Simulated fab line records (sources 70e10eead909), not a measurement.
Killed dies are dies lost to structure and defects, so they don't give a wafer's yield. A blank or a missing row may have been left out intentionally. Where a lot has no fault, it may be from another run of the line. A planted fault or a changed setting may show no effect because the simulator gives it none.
fab line records || flow nand-harc
[record] {"lots": 7, "wafers": 21, "last-day": 33}
route steps=1302 shown P_STI@69
lots with no fault: from the same line, run without faults
start-h: the number of hours between the record's first day and the start of the first shown wafer of the lot || wait-h: how many hours have passed since the lot's step before this one || " unchanged from the row above || L1.1+2: one row covering several wafers at once || - no value, or no start given || * or withheld: withheld || < > ~ a bound
route shown NAME@n: a module of which the file shows steps, and the number in the route of the first || usual: mean and standard deviation over wafers with no fault || same: alike in all rows || chamber/n: place in a boat || sites: per-site readings || _std_site: the standard deviation of these || _edge_site: the outer-site mean with the inner-site mean subtracted || radius-mm: for every site, how far away it sits from the centre of the wafer || mask NAME#n: copy n || behind: tool/chamber where the wafer was last shaped || hold: what put the lot on hold/how long, in hours/how the hold closed || device: the n, p or np transistor that did not switch || end of line: tests of these same wafers at the route's end || a step without rows: its recipe alone || killed: count of dies lost to structure and defects at first sort (not the wafer's yield) || map: a wafer's dies, x killed, . not, _ none there
set.NAME: the setting that was run; set.NAME@STEP: the one run at that earlier step || model.NAME: the simulator's own value behind a step, which no gauge read
lots at some steps of the route; a table a step, a row a wafer
services: when a tool's chamber went out of use (start-h, in hours from the record's first day, below 0 if earlier), for how many hours, and the reason
[[steps]]
[step NHARC_P_STI_ETCH_26]
[recipe] {"target-depth-a": 110, "chemistry": "dHF", "material": "SiO2"}
[step NHARC_P_STI_PRECLEAN_27]
[recipe] {"time-s": "*", "temp-c": 50, "bath-age-min": 0, "chemistry": "SC1"}
[step NHARC_P_STI_SRD_28]
[step NHARC_P_STI_OXIDE_29]
[recipe] {"target-thk-a": 100, "temp-c": 900, "ox-time-s": 1362, "material": "SiO2"}
[step NHARC_P_STI_HM_DEP_30]
[recipe] {"target-thk-a": 800, "temp-c": 790, "pressure-mtorr": 300, "time-s": 873, "material": "Si3N4"}
[step NHARC_P_STI_DEHYDRATE_01]
[recipe] {"temp-c": 150, "time-s": 120}
[step NHARC_P_STI_HMDS_02]
[recipe] {"time-s": 30}
[step NHARC_P_STI_COAT_41]
[recipe] {"temp-c": 200, "time-s": 65}
[step NHARC_P_STI_COAT_03]
[recipe] {"spin-rpm": 2000, "resist-thk-nm": 600}
[step NHARC_P_STI_SOFTBAKE_04]
[recipe] {"temp-c": 125, "time-s": 70}
[step NHARC_P_STI_EBR_05]
[step NHARC_P_STI_EXPOSE_06]
[recipe] {"na": 0.55, "target-cd-nm": 200, "dose-mj": 37.69, "mask-id": "P_STI"}
[step NHARC_P_STI_PEB_07]
[recipe] {"peb-temp-c": 128, "peb-time-s": 80}
[usual] {"chill-plate-temp-C": "22.99/0.099", "exhaust-pa": "45.0/0.93", "plate-temp-C": "127.99/0.15"}
{"lot.wafer": "L157.2", "tool": "litho-track-02", "chamber": 0, "start-h": 44.23, "wait-h": 0.1, "chill-plate-temp-C": 22.90, "exhaust-pa": 44.3, "plate-temp-C": 128.02}
{"lot.wafer": "L157.3", "tool": "litho-track-02", "chamber": 0, "start-h": 44.23, "wait-h": 0.1, "chill-plate-temp-C": 22.96, "exhaust-pa": 43.4, "plate-temp-C": 127.70}
{"lot.wafer": "L157.4", "tool": "litho-track-02", "chamber": 0, "start-h": 44.23, "wait-h": 0.1, "chill-plate-temp-C": 22.98, "exhaust-pa": 44.1, "plate-temp-C": 128.07}
{"lot.wafer": "L162.1", "tool": "litho-track-07", "chamber": 0, "start-h": 93.97, "wait-h": 0.1, "chill-plate-temp-C": 22.91, "exhaust-pa": 44.8, "plate-temp-C": 128.02}
{"lot.wafer": "L162.4", "tool": "litho-track-07", "chamber": 0, "start-h": 93.97, "wait-h": 0.1, "chill-plate-temp-C": 22.95, "exhaust-pa": 45.4, "plate-temp-C": 127.97}
{"lot.wafer": "L162.5", "tool": "litho-track-07", "chamber": 0, "start-h": 93.97, "wait-h": 0.1, "chill-plate-temp-C": 23.05, "exhaust-pa": 44.0, "plate-temp-C": 128.02}
{"lot.wafer": "L171.4", "tool": "litho-track-05", "chamber": "-", "start-h": 182.21, "wait-h": 0.0, "chill-plate-temp-C": "-", "exhaust-pa": "-", "plate-temp-C": "-"}
{"lot.wafer": "L171.5", "tool": "litho-track-05", "chamber": "-", "start-h": 182.21, "wait-h": 0.0, "chill-plate-temp-C": "-", "exhaust-pa": "-", "plate-temp-C": "-"}
{"lot.wafer": "L171.6", "tool": "litho-track-05", "chamber": "-", "start-h": 182.21, "wait-h": 0.0, "chill-plate-temp-C": "-", "exhaust-pa": "-", "plate-temp-C": "-"}
{"lot.wafer": "L172.1", "tool": "litho-track-05", "chamber": "-", "start-h": 194.10, "wait-h": 0.1, "chill-plate-temp-C": "-", "exhaust-pa": "-", "plate-temp-C": "-"}
{"lot.wafer": "L172.2", "tool": "litho-track-05", "chamber": "-", "start-h": 194.10, "wait-h": 0.1, "chill-plate-temp-C": "-", "exhaust-pa": "-", "plate-temp-C": "-"}
{"lot.wafer": "L172.4", "tool": "litho-track-05", "chamber": "-", "start-h": 194.10, "wait-h": 0.1, "chill-plate-temp-C": "-", "exhaust-pa": "-", "plate-temp-C": "-"}
{"lot.wafer": "L173.1", "tool": "litho-track-02", "chamber": "-", "start-h": 202.45, "wait-h": 0.1, "chill-plate-temp-C": "-", "exhaust-pa": "-", "plate-temp-C": "-"}
{"lot.wafer": "L173.2", "tool": "litho-track-02", "chamber": "-", "start-h": 202.45, "wait-h": 0.1, "chill-plate-temp-C": "-", "exhaust-pa": "-", "plate-temp-C": "-"}
{"lot.wafer": "L173.5", "tool": "litho-track-02", "chamber": "-", "start-h": 202.45, "wait-h": 0.1, "chill-plate-temp-C": "-", "exhaust-pa": "-", "plate-temp-C": "-"}
{"lot.wafer": "L177.3", "tool": "litho-track-07", "chamber": 0, "start-h": 246.65, "wait-h": 0.1, "chill-plate-temp-C": 22.76, "exhaust-pa": 45.0, "plate-temp-C": 128.10}
{"lot.wafer": "L177.4", "tool": "litho-track-07", "chamber": 0, "start-h": 246.65, "wait-h": 0.1, "chill-plate-temp-C": 23.01, "exhaust-pa": 45.0, "plate-temp-C": 128.17}
{"lot.wafer": "L177.6", "tool": "litho-track-07", "chamber": 0, "start-h": 246.65, "wait-h": 0.1, "chill-plate-temp-C": 22.80, "exhaust-pa": 45.0, "plate-temp-C": 128.16}
{"lot.wafer": "L179.1", "tool": "litho-track-02", "chamber": 0, "start-h": 262.02, "wait-h": 0.1, "chill-plate-temp-C": 23.22, "exhaust-pa": 45.4, "plate-temp-C": 127.92}
{"lot.wafer": "L179.4", "tool": "litho-track-02", "chamber": 0, "start-h": 262.02, "wait-h": 0.1, "chill-plate-temp-C": 23.04, "exhaust-pa": 44.2, "plate-temp-C": 127.79}
{"lot.wafer": "L179.6", "tool": "litho-track-02", "chamber": 0, "start-h": 262.02, "wait-h": 0.1, "chill-plate-temp-C": 23.06, "exhaust-pa": 44.9, "plate-temp-C": 128.07}
[step NHARC_P_STI_DEVELOP_08]
[recipe] {"time-s": 50, "dev-temp-c": 22}
[[services]]
{"tool": "litho-track-02", "chamber": "-", "start-h": 52.00, "hours": 7.0, "kind": "pm"}
{"tool": "litho-track-07", "chamber": "-", "start-h": 76.00, "hours": 7.0, "kind": "pm"}
{"tool": "litho-track-05", "chamber": "-", "start-h": 94.35, "hours": "-", "kind": "consumable-replace:filter"}
{"tool": "litho-track-05", "chamber": "-", "start-h": 124.00, "hours": 7.0, "kind": "pm"}
{"tool": "litho-track-02", "chamber": "-", "start-h": 227.00, "hours": 7.0, "kind": "pm"}
{"tool": "litho-track-07", "chamber": "-", "start-h": 251.00, "hours": 7.0, "kind": "pm"}
[[key]]
[first-sign] {"step": "NHARC_P_STI_PEB_07", "reading": "tool-record", "direction": "missing"}
effect none on later readings
met-at NHARC_P_STI_PEB_07
struck-wafers L171.4,L171.5,L171.6,L172.1,L172.2,L172.4,L173.1,L173.2,L173.5
later-rows-left-out L171.4,L171.5,L171.6,L172.1,L172.2,L172.4,L173.1,L173.2,L173.5
sort-left-out L171.4,L171.5,L171.6,L172.1,L172.2,L172.4,L173.1,L173.2,L173.5
tester-left-out L171,L172,L173
onset-between 44.23 182.21
[fault] {"kind": "skipped-step-whole", "tool": "litho-track-02,litho-track-05", "chamber": "-", "onset-h": 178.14, "steps": "NHARC_P_STI_PEB_07", "scope": "struck-lots-only"}
// tester-left-out: of these lots the tester's yield and bins aren't shown, on N5 and GAA mostly nor the transistor test; their killed dies are dies lost to structure and defects alone, not to doping, threshold or leakage, so they don't give the yield
// sort-left-out: the simulated sort isn't trusted on such a fault, so these wafers' sort isn't shown, and their yield isn't known
// later-rows-left-out: the simulator's readings of these wafers behind a module that went badly wrong aren't trusted and aren't shown, but for the sort
